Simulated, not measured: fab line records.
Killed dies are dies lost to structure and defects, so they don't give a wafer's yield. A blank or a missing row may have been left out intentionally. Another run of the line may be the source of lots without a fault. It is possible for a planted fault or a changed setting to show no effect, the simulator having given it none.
Chamber matching :: flow n5Finfet :: N5_MOL_CONTACT_COAG_ETCH_110 on rieDiel-06: 4 sister chambers
The step etches Si in CF4/O2, target depth 2.5 nm, time 8 s. 4 wafers are shown with their chamber, then 8 later ones without.

## WAFERS WITH THEIR CHAMBER
wafer: L800.3
chamber: 0
showerheadPlenumPTorr (Torr): 2.17

wafer: L801.3
chamber: 2
showerheadPlenumPTorr (Torr): 2.25

wafer: L801.4
chamber: 1
showerheadPlenumPTorr (Torr): 2.28

wafer: L804.1
chamber: 3
showerheadPlenumPTorr (Torr): 2.32

## WAFERS WITH NO CHAMBER GIVEN
wafer: L804.3
showerheadPlenumPTorr (Torr): 2.17

wafer: L804.5
showerheadPlenumPTorr (Torr): 2.27

wafer: L796.2
showerheadPlenumPTorr (Torr): 2.32

wafer: L796.3
showerheadPlenumPTorr (Torr): 2.16

wafer: L796.5
showerheadPlenumPTorr (Torr): 2.31

wafer: L816.1
showerheadPlenumPTorr (Torr): 2.16

wafer: L816.3
showerheadPlenumPTorr (Torr): 2.31

wafer: L816.4
showerheadPlenumPTorr (Torr): 2.27

## THE CHAMBER EACH PASSED THROUGH
wafer: L804.3
from the rows above: 0
in truth: 0

wafer: L804.5
from the rows above: can't be placed: 1 or 2
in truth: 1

wafer: L796.2
from the rows above: 3
in truth: 3

wafer: L796.3
from the rows above: 0
in truth: 0

wafer: L796.5
from the rows above: 3
in truth: 3

wafer: L816.1
from the rows above: 0
in truth: 0

wafer: L816.3
from the rows above: 3
in truth: 3

wafer: L816.4
from the rows above: can't be placed: 1 or 2
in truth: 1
Placed correctly: 6 of 8. Cannot be placed on the basis of these rows: 2; the candidates contain the true chamber in 2. 0 placed wrongly.
How it was worked out, from the rows above alone: a wafer's distance from a chamber is the root of the sum, over the readings, of the square of ((its reading less the chamber's mean) divided by the reading's scatter). The wafer belongs to the nearest chamber; if the next one is less than 2 further off, it can't be placed. Each chamber's mean is taken over the wafers shown for it. The scatter: root of mean squared gap, hidden wafer to nearest shown wafer, with one shown wafer a chamber.
